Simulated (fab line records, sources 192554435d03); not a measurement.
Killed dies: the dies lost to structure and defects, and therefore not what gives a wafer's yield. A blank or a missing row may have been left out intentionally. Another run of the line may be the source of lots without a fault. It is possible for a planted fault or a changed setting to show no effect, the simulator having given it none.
Split-lot experiment -- flow n5 finfet -- 39 wafers read across 7 lots, on a route 1938 steps long

## THE SPLIT ITSELF
At N5_GATE_CUT_ALD_22 (deposits SiNx, target thk 16 nm, pulse time 1 s, ald cycles 320), the setting ald cycles was moved away from the recipe's 320 on 18 of the 39 wafers read, by -43.4% to +40.3%. The other wafers ran this setting at the recipe's value.

The split's own step is where the reading is taken.

## THE READING
SiNx_of_GATE_CUT_ALD_22.thk nm (the simulator's own value, which no gauge read), in nm, at N5_GATE_CUT_ALD_22 (deposits SiNx, target thk 16 nm, pulse time 1 s, ald cycles 320). The file does not state a usual value for it. Average 16.0 nm, standard deviation 0.11 nm, over the 21 wafers here run with the recipe.

wafer,"tool, chamber at the split",ald cycles as run,against the recipe,"SiNx_of_GATE_CUT_ALD_22.thk nm, nm",against lot-mates on the recipe
L077.1,"ald sin-01, 1,0,1",213,-33.4%,10.6,-5.4
L077.3,"ald sin-01, 1,0,1",213,-33.4%,10.6,-5.4
L077.5,"ald sin-01, 1,0,1",213,-33.4%,10.6,-5.4
L077.2,"ald sin-01, 2,0,2",320,recipe,16,-
L077.4,"ald sin-01, 2,0,2",320,recipe,16,-
L077.6,"ald sin-01, 2,0,2",320,recipe,16,-
L081.1,"ald sin-03, 3,1,0",320,recipe,16,-
L081.2,"ald sin-03, 3,1,0",320,recipe,16,-
L081.4,"ald sin-03, 3,1,0",320,recipe,16,-
L081.3,"ald sin-03, 2,1,2",185,-42.2%,9.2,-6.8
L081.5,"ald sin-03, 2,1,2",185,-42.2%,9.2,-6.8
L081.6,"ald sin-03, 2,1,2",185,-42.2%,9.2,-6.8
L088.1,"ald sin-04, 2,3",320,recipe,16,-
L088.6,"ald sin-04, 2,3",320,recipe,16,-
L088.2,"ald sin-04, 0",449,+40.3%,22.2,+6.3
L088.4,"ald sin-04, 0",449,+40.3%,22.2,+6.3
L088.3,"ald sin-04, 3",449,+40.3%,22.4,+6.5
L088.5,"ald sin-04, 2",320,recipe,15.8,-
L090.1,"ald sin-03, 3",320,recipe,16.2,-
L090.3,"ald sin-03, 0,2",320,recipe,16,-
L090.6,"ald sin-03, 0,2",320,recipe,16,-
L091.1,"ald sin-04, 0,3,0",435,+35.9%,21.6,+5.7
L091.4,"ald sin-04, 0,3,0",435,+35.9%,21.6,+5.7
L091.5,"ald sin-04, 0,3,0",435,+35.9%,21.6,+5.7
L091.2,"ald sin-04, 1,3",320,recipe,15.8,-
L091.6,"ald sin-04, 1,3",320,recipe,15.8,-
L091.3,"ald sin-04, 2",320,recipe,16,-
L094.1,"ald sin-03, 2,0",181,-43.4%,9,-7.1
L094.2,"ald sin-03, 2,0",181,-43.4%,9,-7.1
L094.3,"ald sin-03, 1",320,recipe,16.2,-
L094.4,"ald sin-03, 3",181,-43.4%,9.2,-6.9
L094.5,"ald sin-03, 0,1",320,recipe,16,-
L094.6,"ald sin-03, 0,1",320,recipe,16,-
L097.1,"ald sin-03, 0",320,recipe,15.8,-
L097.2,"ald sin-03, 3,1",320,recipe,16,-
L097.5,"ald sin-03, 3,1",320,recipe,16,-
L097.3,"ald sin-03, 1,3",215,-32.8%,10.8,-5.1
L097.4,"ald sin-03, 1,3",215,-32.8%,10.8,-5.1
L097.6,"ald sin-03, 0",215,-32.8%,10.6,-5.3
When a row names more than one chamber, that row covers several wafers, and the file does not tell which wafer ran in which chamber.

THE FIT
A straight line over all 39 wafers: SiNx_of_GATE_CUT_ALD_22.thk nm changes by +0.159 nm for each +1% of ald cycles; r = +1.00; the points scatter about the line by 0.1 nm.
The same after taking each lot's own level away (the mean of its wafers on the recipe; 39 wafers): +0.16 nm for each +1%; r = +1.00; scatter 0.085 nm.
The reading moves by 6.9 nm for the largest change in ald cycles, on that fit.
The lots' own levels span 15.87 to 16.07 nm, that is 1.9 times the standard deviation above.
The two slopes agree, so the slope changes little with the lot-to-lot level.
Check: with one of the wafers moved furthest among these (-43.4%) left out of the fit, the line predicts -6.95 nm for it against its lot-mates. It came out at -7.07 nm against them.

## OTHER SPLITS ON THESE WAFERS
Before the reading, these wafers also passed through other splits. Each is held against what the fit with the lots' levels taken away leaves over:
other split on the same wafers,wafers away from the commonest value,r with SiNx_of_GATE_CUT_ALD_22.thk nm (lot level and that fit taken away)
N5_FIN_SAQP_HM_DEP_03 target thk a,15,-0.08
N5_SD_EPI_N_EPI_21 epi growth time s,12,-0.04

## THE WHOLE CHAIN: every reading that the file lists as answering this split, in the file's order
step,what it does,reading,change (the file's fit),r (the file's)
N5_GATE_CUT_ALD_22,"deposits SiNx, target thk 16 nm, pulse time 1 s, ald cycles 320","SiNx_of_GATE_CUT_ALD_22.thk nm (the simulator's own value, which no gauge read)",+0.16 nm for each +1% of the setting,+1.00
N5_GATE_CUT_CMP_23,"polishes, stops on SiO2, t overpolish 23.4 s, target thk 16 nm",time to endpoint s,withheld for each +1% of the setting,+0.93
N5_GATE_CUT_CMP_23,"polishes, stops on SiO2, t overpolish 23.4 s, target thk 16 nm","SiNx_of_GATE_CUT_ALD_22.thk nm (the simulator's own value, which no gauge read)","not straight: 9.067 at the lowest setting, 15.98 at the recipe, 14.93 at the highest",not given

## FILE'S OWN FIT
SiNx_of_GATE_CUT_ALD_22.thk nm changes by +0.16 nm for each +1% of ald cycles, r = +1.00.
